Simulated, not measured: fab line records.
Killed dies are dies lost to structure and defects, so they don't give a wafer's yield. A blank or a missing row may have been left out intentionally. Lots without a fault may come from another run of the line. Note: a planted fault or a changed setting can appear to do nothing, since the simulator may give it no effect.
fab line records | flow n5Finfet
record lots=6 wafers=16 lastDay=19
route steps=1938 shown BEOL_M5@1129 PASSIVATION@1936
lots with no fault: from the same line, run without faults
startH: the number of hours between the record's first day and the start of the first shown wafer of the lot | waitH: time in hours since the lot's previous step | " unchanged from the row above | L1.1+2: a single row standing in for several wafers | - no value, or no start was given | * or withheld: withheld | < > ~ a bound
route shown NAME@n: names a module that has steps shown in the file, with the first one's number in the route | usual: average and standard deviation across the fault-free wafers | same: alike in all rows | chamber/n: place in a boat | sites: each site's reading | _std_site: standard deviation of those values | _edge_site: the outer-site mean with the inner-site mean subtracted | radiusMm: for every site, how far away it sits from the centre of the wafer | mask NAME#n: copy n | behind: tool/chamber where the wafer was last shaped | hold: why the lot was held/for how many hours/how that ended | device: whichever transistor did not switch (one of n, p or np) | end of line: the same wafers' tests at the end of the route | for a step that has no rows: nothing shown but its recipe | killed: count of dies lost to structure and defects at first sort (not the wafer's yield) | map: a wafer's dies, marking killed ones x, the rest . and places with no die _
set.NAME: the setting as run; set.NAME@STEP: as run at that earlier step | model.NAME: the simulator's own value behind a step, which no gauge read
a table for each step, a row for each wafer; lots at some steps of the route
services: from which hour (startH, from the record's first day; less than 0 if before it) a tool's chamber was out of use, for how many hours, and why
## steps
# step N5_BEOL_M5_DESCUM_16
# recipe chemistry=O2 timeS=7 sourcePowerW=50 biasPowerW=20 pressureMtorr=20 rfFrequencyHz=2.712e+07 tempC=40 resist=CAR-EUV o2FlowSccm=225
# step N5_BEOL_M5_ETCH_72
# recipe chemistry=N2/H2 target=underlayer targetDepthA=65 maskMaterial=CAR-EUV timeS=5.2 ionEnergyEv=200 pressureMtorr=30 sourceW=840 biasW=150 n2FlowSccm=200 h2FlowSccm=200 ends=cleared
# usual drypumpMotorCurrentA=5.80/0.26 etchRfOnTimeS=5.18/0.14 oesProductAu=0.67/0.069 rfVppV=523.6/2.8 showerheadPlenumPTorr=2.52/0.082 throttleValvePct=17.8/0.32
# columns lot.wafer tool chamber startH waitH drypumpMotorCurrentA etchRfOnTimeS oesProductAu rfHoursCounterH rfVppV showerheadPlenumPTorr throttleValvePct
L920.1 rieDiel-06 2 188.77 0.0 6.04 5.31 0.63 126 519.5 2.47 18.2
L920.2 " 3 " " 5.42 5.43 0.70 50 528.1 2.69 17.8
L920.5 " 1 " " 6.25 5.00 0.63 - 518.8 2.42 17.7
L928.3 rieDiel-01 3 245.68 0.0 5.86 5.03 0.79 19 524.4 2.57 17.3
L928.4 " 0 " " 5.67 5.22 0.69 - 524.4 2.46 17.4
L928.6 " 2 " " 5.69 5.12 0.60 - 526.9 2.63 18.2
L925.2 rieDiel-05 1 253.15 0.0 5.18 5.26 0.61 195 521.8 2.40 17.9
L925.5 " 1 " " 5.17 5.27 0.61 - 522.4 2.40 18.0
L925.6 " 3 " " 5.74 4.95 0.71 - 523.8 2.46 17.6
L932.2 rieDiel-01 1 286.63 0.0 6.15 5.15 0.68 94 525.2 2.58 18.0
L932.3 " 3 " " 5.85 4.98 0.77 32 527.4 2.56 17.3
L935.3 rieDiel-06 2 326.04 0.0 6.00 5.25 0.62 160 521.2 2.46 18.3
L935.5 " 1 " " 6.28 5.03 0.62 - 519.4 2.41 17.8
L935.6 " 0 " " 5.90 5.20 0.61 - 527.3 2.62 18.0
L942.2 rieDiel-01 3 353.08 0.0 5.84 5.03 0.74 56 528.3 2.55 17.3
L942.6 " 2 " " 5.66 4.94 0.83 - 525.3 2.62 17.9
# step N5_BEOL_M5_ETCH_61
# recipe chemistry=CF4 target=SiARC targetDepthA=156 maskMaterial=CAR-EUV timeS=26 ionEnergyEv=80 pressureMtorr=40 sourceW=545 biasW=36 Ar_flow_sccm=100 cf4FlowSccm=100 ends=cleared
# usual drypumpMotorCurrentA=5.79/0.26 etchRfOnTimeS=25.9/0.7 oesProductAu=0.67/0.071 rfVppV=184.0/1.2 showerheadPlenumPTorr=2.13/0.069 throttleValvePct=15.54/0.24
# columns lot.wafer tool chamber startH waitH drypumpMotorCurrentA etchRfOnTimeS oesProductAu rfHoursCounterH rfVppV showerheadPlenumPTorr throttleValvePct
L920.1 rieDiel-06 2 188.79 0.0 6.03 26.1 0.65 126 182.2 2.06 15.62
L920.2 " 3 " " 5.41 26.4 0.71 50 184.8 2.28 15.66
L920.5 " 1 " " 6.25 24.7 0.64 - 183.7 2.04 15.47
L928.3 rieDiel-01 3 245.70 0.0 5.85 25.2 0.79 19 185.2 2.20 15.29
L928.4 " 0 " " 5.66 26.4 0.69 - 183.2 2.08 15.21
L928.6 " 2 " " 5.66 25.8 0.60 - 183.7 2.19 15.80
L925.2 rieDiel-05 1 253.17 0.0 5.19 26.6 0.60 195 182.6 2.04 15.95
L925.5 " 1 " " 5.18 26.4 0.60 - 181.5 2.04 15.96
L925.6 " 3 " " 5.76 24.9 0.71 - 182.6 2.08 15.31
L932.2 rieDiel-01 1 286.65 0.0 6.10 25.5 0.69 94 185.4 2.15 15.56
L932.3 " 3 " " 5.85 24.8 0.78 32 184.5 2.19 15.31
L935.3 rieDiel-06 2 326.06 0.0 6.00 25.6 0.61 160 182.8 2.05 15.71
L935.5 " 1 " " 6.24 25.2 0.61 - 183.0 2.03 15.55
L935.6 " 0 " " 5.87 26.1 0.62 - 184.6 2.22 15.76
L942.2 rieDiel-01 3 353.10 0.0 5.85 25.3 0.73 56 184.3 2.19 15.36
L942.6 " 2 " " 5.65 25.0 0.84 - 186.0 2.18 15.38
# step N5_BEOL_M5_ETCH_62
# recipe chemistry=N2/H2 target=SOC targetDepthA=750 overetchA=150 maskMaterial=SiARC tempC=40 timeS=112.5 ionEnergyEv=200 pressureMtorr=30 sourceW=840 biasW=150 n2FlowSccm=200 h2FlowSccm=200
# usual drypumpMotorCurrentA=5.80/0.26 oesProductAu=0.62/0.061 rfVppV=523.3/2.6 showerheadPlenumPTorr=2.52/0.082 throttleValvePct=17.7/0.32
# columns lot.wafer tool chamber startH waitH drypumpMotorCurrentA oesProductAu rfHoursCounterH rfVppV showerheadPlenumPTorr throttleValvePct
L920.1 rieDiel-06 2 188.82 0.0 6.05 0.59 126 520.9 2.47 18.2
L920.2 " 3 " " 5.40 0.67 50 526.8 2.69 17.8
L920.5 " 1 " " 6.27 0.58 - 520.4 2.42 17.7
L928.3 rieDiel-01 3 245.73 0.0 5.85 0.71 19 526.4 2.57 17.2
L928.4 " 0 " " 5.67 0.65 - 521.7 2.46 17.4
L928.6 " 2 " " 5.67 0.56 - 526.0 2.63 18.2
L925.2 rieDiel-05 1 253.20 0.0 5.18 0.57 195 520.6 2.40 18.0
L925.5 " 1 " " 5.18 0.56 - 519.4 2.40 17.9
L925.6 " 3 " " 5.76 0.64 - 520.8 2.46 17.5
L932.2 rieDiel-01 1 286.67 0.0 6.15 0.64 94 523.9 2.58 18.0
L932.3 " 3 " " 5.86 0.70 32 524.8 2.56 17.2
L935.3 rieDiel-06 2 326.08 0.0 6.00 0.57 160 521.9 2.46 18.2
L935.5 " 1 " " 6.26 0.56 - 519.8 2.41 17.7
L935.6 " 0 " " 5.89 0.57 - 526.6 2.62 18.0
L942.2 rieDiel-01 3 353.13 0.0 5.86 0.67 56 525.4 2.55 17.3
L942.6 " 2 " " 5.65 0.76 - 525.9 2.62 17.8
# step N5_BEOL_M5_STRIP_63
# recipe chemistry=N2/H2 tempC=40 n2FlowSccm=200 h2FlowSccm=200 rfFrequencyHz=6e+07
# step N5_BEOL_M5_STRIP_73
# recipe chemistry=N2/H2 tempC=40 n2FlowSccm=200 h2FlowSccm=200 rfFrequencyHz=6e+07
# step N5_BEOL_M5_STRIP_64
# recipe chemistry=CF4 resist=SiARC powerW=300 biasPowerW=75 pressureMtorr=50 cf4FlowSccm=150 rfFrequencyHz=6e+07
# usual drypumpMotorCurrentA=5.79/0.26 oesProductAu=0.78/0.076 rfVppV=270.9/1.4 showerheadPlenumPTorr=1.78/0.055 throttleValvePct=13.51/0.25
# columns lot.wafer tool chamber startH waitH drypumpMotorCurrentA oesProductAu rfHoursCounterH rfVppV showerheadPlenumPTorr throttleValvePct
L920.1 rieDiel-06 2 188.94 0.0 6.01 0.74 126 269.9 1.73 13.63
L920.2 " 3 " " 5.40 0.83 50 273.1 1.91 13.63
L920.5 " 1 " " 6.26 0.72 - 268.9 1.72 13.51
L928.3 rieDiel-01 3 245.86 0.0 5.87 0.89 19 272.2 1.84 13.22
L928.4 " 0 " " 5.65 0.80 - 268.9 1.73 13.16
L928.6 " 2 " " 5.66 0.69 - 271.9 1.82 13.77
L925.2 rieDiel-05 1 253.32 0.0 5.18 0.70 195 269.8 1.72 13.96
L925.5 " 1 " " 5.19 0.71 - 271.5 1.72 13.96
L925.6 " 3 " " 5.76 0.80 - 270.3 1.75 13.30
L932.2 rieDiel-01 1 286.80 0.0 6.10 0.80 94 270.9 1.78 13.46
L932.3 " 3 " " 5.87 0.86 32 271.5 1.84 13.27
L935.3 rieDiel-06 2 326.21 0.0 6.00 0.71 160 270.4 1.72 13.71
L935.5 " 1 " " 6.26 0.70 - 269.4 1.71 13.59
L935.6 " 0 " " 5.90 0.72 - 272.1 1.85 13.69
L942.2 rieDiel-01 3 353.26 0.0 5.86 0.83 56 271.8 1.83 13.33
L942.6 " 2 " " 5.67 0.94 - 272.2 1.81 13.27
# step N5_BEOL_M5_HM_OPEN_17
# recipe chemistry=Cl2/BCl3 targetDepthA=200 overetchA=60 target=TiN maskMaterial=SOC ionEnergyEv=150 pressureMtorr=10 icpW=1000 biasW=126 Cl2_flow_sccm=53.25 bcl3FlowSccm=21.75 Ar_flow_sccm=25
# usual drypumpMotorCurrentA=5.7/0.38 oesProductAu=0.71/0.073 throttleValvePct=22.19/0.27
# columns lot.wafer tool chamber startH waitH drypumpMotorCurrentA oesProductAu rfHoursCounterH throttleValvePct
L920.1 rieMetal-02 1 188.99 0.0 4.8 0.57 76 22.47
L920.2 " 0 " " 5.8 0.53 121 22.80
L920.5 " 0 " " 5.8 0.53 - 22.83
L928.3 rieMetal-03 1 245.93 0.1 5.7 0.77 - 22.30
L928.4 " 0 " " 5.8 0.78 - 21.42
L928.6 " 1 " " 5.7 0.77 - 22.31
L925.2 rieMetal-01 0 253.37 0.0 5.5 0.69 22 22.10
L925.5 " 0 " " 5.6 0.68 - 22.09
L925.6 " 1 " " 6.0 0.74 - 22.27
L932.2 rieMetal-01 1 286.84 0.0 6.0 0.75 16 22.26
L932.3 " 0 " " 5.6 0.68 - 22.07
L935.3 rieMetal-02 0 326.28 0.1 5.8 0.80 - 22.32
L935.5 " 1 " " 4.8 0.56 - 22.50
L935.6 " 0 " " 5.8 0.79 - 22.34
L942.2 rieMetal-02 1 353.30 0.0 4.8 0.56 92 22.48
L942.6 " 0 " " 5.8 0.77 - 22.34
# step N5_BEOL_M5_STRIP_19
# recipe chemistry=O2 powerW=400 tempC=40 pressureMtorr=30 rfFrequencyHz=6e+07 biasPowerW=0 overashFraction=0.2 o2FlowSccm=225
# step N5_BEOL_M5_CD_MEAS_18
# recipe pitchNm=56 targetCdNm=28
# usual cdNm=27.9/0.37
# columns lot.wafer tool chamber startH waitH cdNm
L920.1 cdSem-02 - 189.23 0.0 27.9
L920.2 " - " " 28.2
L920.5 " - " " 27.6
L928.3 cdSem-02 - 246.08 0.1 27.6
L928.4 " - " " 28.6
L928.6 " - " " 28.1
L925.2 cdSem-01 - 253.55 0.1 27.5
L925.5 " - " " 27.8
L925.6 " - " " 27.6
L932.2 cdSem-03 - 287.10 0.1 27.7
L932.3 " - " " 28.2
L935.3 cdSem-01 - 326.49 0.1 27.3
L935.5 " - " " 28.1
L935.6 " - " " 27.8
L942.2 cdSem-01 - 353.59 0.1 28.0
L942.6 " - " " 28.2
# step N5_BEOL_M5_COAT_65
# recipe resist=SOC tempC=250 timeS=60 spinRpm=1500 resistThkNm=60
# step N5_BEOL_M5_COAT_66
# recipe resist=SiARC tempC=220 timeS=60 spinRpm=1500 resistThkNm=12
# step N5_BEOL_M5_COAT_74
# recipe resist=underlayer tempC=205 timeS=60 spinRpm=1500 resistThkNm=5
# usual heaterPowerTotalW=391.7/1.3 plateTempC=205.00/0.15
# columns lot.wafer tool chamber startH waitH heaterPowerTotalW plateTempC
L920.1 lithoTrack-03 0 191.17 - 392.1 204.84
L920.2 " 0 " " 392.6 205.03
L920.5 " 0 " " 391.3 205.10
L928.3 lithoTrack-03 0 246.51 - 385.5 201.75
L928.4 " 0 " " 382.5 201.94
L928.6 " 0 " " 385.7 202.13
L925.2 lithoTrack-03 0 254.30 - 385.0 201.80
L925.5 " 0 " " 384.7 202.01
L925.6 " 0 " " 382.9 202.03
L932.2 lithoTrack-02 0 287.50 - 393.3 205.09
L932.3 " 0 " " 390.5 205.01
L935.3 lithoTrack-03 0 327.84 - 391.5 204.98
L935.5 " 0 " " 392.7 204.90
L935.6 " 0 " " 390.3 204.95
L942.2 lithoTrack-03 0 355.61 - 391.5 204.99
L942.6 " 0 " " 394.0 204.97
# step N5_BEOL_M5_COAT_22
# recipe resist=CAR-EUV spinRpm=1500 resistThkNm=30
# step N5_PASSIVATION_PROBE_49
# usual defectLimitedYield=91.2/1.4 killed_at_M0_to_M3=34/9.3 killed_at_M4_up=14/5.9 killedAtContacts=14/5.7 killedAtFrontEnd=38/10 killedAtOther=4/3.2 killedDies=104/17 killedOpen=67/13 killedShort=33/6.9 sort_bin_4_leakage=0/3.6 sort_bin_5_function=5.2/1 sort_bin_6_memory=3.3/0.61 sort_bin_8_speed=0.3/1.8 sortNPass=1069/52 sortYieldPct=91/4.4
# same grossDies=1180 killedAtBackSide=0
# columns lot.wafer tool chamber startH waitH defectLimitedYield[%] killed_at_M0_to_M3 killed_at_M4_up killedAtContacts killedAtFrontEnd killedAtOther killedDies killedOpen killedShort sort_bin_4_leakage[%] sort_bin_5_function[%] sort_bin_6_memory[%] sort_bin_8_speed[%] sortNPass sortYieldPct[%]
L928.3 prober-01 - 350.49 1.0 90.1 43 16 19 34 5 117 71 45 0 5.4 4.2 0 1063 90
L928.4 prober-01 - 350.54 1.1 89.6 61 12 7 42 1 123 72 48 0 6.1 3.5 0 1057 90
L928.6 prober-01 - 350.64 1.2 91.4 40 14 6 33 8 101 69 29 0 4.5 3.8 0 1079 91
L925.2 prober-02 - 354.84 0.1 90.8 17 24 22 42 3 108 73 31 0 4.9 3.8 0 1072 91
L925.5 prober-02 - 354.99 0.2 91.3 23 19 11 45 5 103 72 24 1 4.8 3.6 0 1071 91
L925.6 prober-02 - 355.04 0.3 92.5 18 17 13 38 2 88 57 29 0 3.8 3.5 0 1092 93
L932.2 prober-02 - 398.66 0.1 93.2 22 9 8 34 7 80 45 33 0 3.9 2.5 0 1100 93
L932.3 prober-02 - 398.71 0.1 92.7 31 11 2 36 6 86 46 36 0 4.0 3.1 0 1094 93
L942.2 prober-01 - 461.59 0.7 90.0 43 14 13 41 7 118 81 37 0 6.3 3.5 0 1062 90
L942.6 prober-01 - 461.79 0.9 90.8 53 12 5 37 2 109 70 33 0 5.8 3.0 0 1071 91
# killed by level:class
L928.3 BEOL_M0_SAQP:geometricParticle:open=17 MOL_CONTACT_COAG:geometricParticle:open=14 BEOL_M0_SAQP:geometricParticle:short=11 FIN_SAQP:geometricParticle:short=10 STI_FIN_REVEAL:geometricParticle:open=6 BEOL_M4:geometricParticle:open=6 MOL_CONTACT_COAG:geometricParticle:short=5 BEOL_M2:geometricParticle:open=5
L928.4 BEOL_M0_SAQP:geometricParticle:short=24 STI_FIN_REVEAL:geometricParticle:open=16 BEOL_M0_SAQP:geometricParticle:open=15 BEOL_M2:geometricParticle:open=11 FIN_SAQP:geometricParticle:short=10 FIN_SAQP:geometricParticle:open=5 BEOL_M4:geometricParticle:open=5 MOL_CONTACT_COAG:geometricParticle:open=4
L928.6 BEOL_M0_SAQP:geometricParticle:open=17 STI_FIN_REVEAL:geometricParticle:open=8 BEOL_M0_SAQP:geometricParticle:short=8 MOL_CONTACT_COAG:geometricParticle:open=6 BEOL_M2:geometricParticle:open=6 BEOL_M3:geometricParticle:open=6 BEOL_M4:geometricParticle:open=5 FIN_SAQP:geometricParticle:open=4
L925.2 MOL_CONTACT_COAG:geometricParticle:open=19 FIN_SAQP:geometricParticle:short=14 FIN_SAQP:geometricParticle:open=11 BEOL_M5:geometricParticle:open=6 GATE_CUT:geometricParticle:short=5 BEOL_M1:geometricParticle:open=5 DUMMY_GATE:geometricParticle:open=4 BEOL_M7:geometricParticle:open=4
L925.5 MOL_CONTACT_COAG:geometricParticle:open=11 STI_FIN_REVEAL:geometricParticle:open=9 FIN_SAQP:geometricParticle:open=8 BEOL_M1:geometricParticle:open=8 BEOL_M2:geometricParticle:open=7 FIN_SAQP:geometricParticle:short=6 STI_FIN_REVEAL:geometricParticle:short=4 DUMMY_GATE:geometricParticle:open=4
L925.6 STI_FIN_REVEAL:geometricParticle:open=15 MOL_CONTACT_COAG:geometricParticle:open=11 GATE_CUT:geometricParticle:short=5 STI_FIN_REVEAL:geometricParticle:short=4 BEOL_M0_SAQP:geometricParticle:open=4 BEOL_M5:geometricParticle:short=4 FIN_SAQP:geometricParticle:short=3 BEOL_M1:geometricParticle:open=3
L932.2 FIN_SAQP:geometricParticle:short=7 STI_FIN_REVEAL:geometricParticle:open=5 BEOL_M3:geometricParticle:open=5 MOL_CONTACT_COAG:geometricParticle:short=4 MOL_CONTACT_COAG:geometricParticle:open=4 PAD_METAL:geometricParticle:open=4 FIN_SAQP:geometricParticle:open=3 ILD0:geometricParticle:short=3
L932.3 STI_FIN_REVEAL:geometricParticle:open=8 GATE_CUT:geometricParticle:short=8 BEOL_M1:geometricParticle:open=8 BEOL_M4:geometricParticle:open=7 BEOL_M1:geometricParticle:short=6 BEOL_M3:geometricParticle:open=6 BEOL_M0_SAQP:geometricParticle:short=5 DUMMY_GATE:geometricParticle:open=4
L942.2 FIN_SAQP:geometricParticle:open=16 BEOL_M3:geometricParticle:open=13 MOL_CONTACT_COAG:geometricParticle:open=9 BEOL_M0_SAQP:geometricParticle:open=9 BEOL_M0_SAQP:geometricParticle:short=8 FIN_SAQP:geometricParticle:short=6 BEOL_M2:geometricParticle:open=5 STI_FIN_REVEAL:geometricParticle:open=4
L942.6 BEOL_M3:geometricParticle:open=16 BEOL_M0_SAQP:geometricParticle:open=14 BEOL_M0_SAQP:geometricParticle:short=11 BEOL_M4:geometricParticle:open=7 MOL_CONTACT_COAG:geometricParticle:open=5 FIN_SAQP:geometricParticle:short=4 FIN_SAQP:geometricParticle:open=4 ILD0:geometricParticle:short=4
## services
# columns tool chamber startH hours kind
rieDiel-05 2 176.92 13.9 repair
rieDiel-06 0 177.68 4.9 repair
rieDiel-06 - 185.73 0.7 repair
rieDiel-01 3 191.61 6.5 repair
rieMetal-02 - 204.99 0.6 repair
rieMetal-01 - 219.62 2.8 pm
rieDiel-01 1 226.27 14.9 repair
rieDiel-01 3 231.16 2.1 repair
rieDiel-01 1 243.55 4.0 repair
rieDiel-05 2 245.07 - clean
rieDiel-05 2 283.64 2.9 repair
rieDiel-05 2 290.80 7.5 repair
rieMetal-02 0 304.83 6.8 repair
rieDiel-01 2 321.42 - clean
rieDiel-01 2 321.42 - consumableReplace:focusRing
rieDiel-01 2 321.42 26.0 scheduledDown
rieDiel-01 2 321.42 26.0 ventCycle
rieDiel-06 1 338.94 - clean
rieDiel-06 1 338.94 - consumableReplace:focusRing
rieDiel-06 1 338.94 - consumableReplace:showerhead
rieDiel-06 1 338.94 19.4 scheduledDown
rieDiel-06 1 338.94 19.4 ventCycle
rieDiel-05 2 344.91 8.1 repair
rieDiel-01 1 352.91 9.1 repair
## key
firstSign step=N5_BEOL_M5_COAT_74 reading=plateTempC direction=down sigmas=21 usual=* struck=*
effect step=N5_BEOL_M5_COAT_74 reading=heaterPowerTotalW direction=down sigmas=5.5 usual=* struck=*
metAt N5_BEOL_M5_COAT_74
struckWafers L925.2,L925.5,L925.6,L928.3,L928.4,L928.6
onsetBetween 191.17 246.51
fault kind=processParameterDrift tool=lithoTrack-03 chamber=- onsetH=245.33 steps=N5_BEOL_M5_COAT_74 channel=tempC offset=* shape=step endH=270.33 actsIn=* stated=*
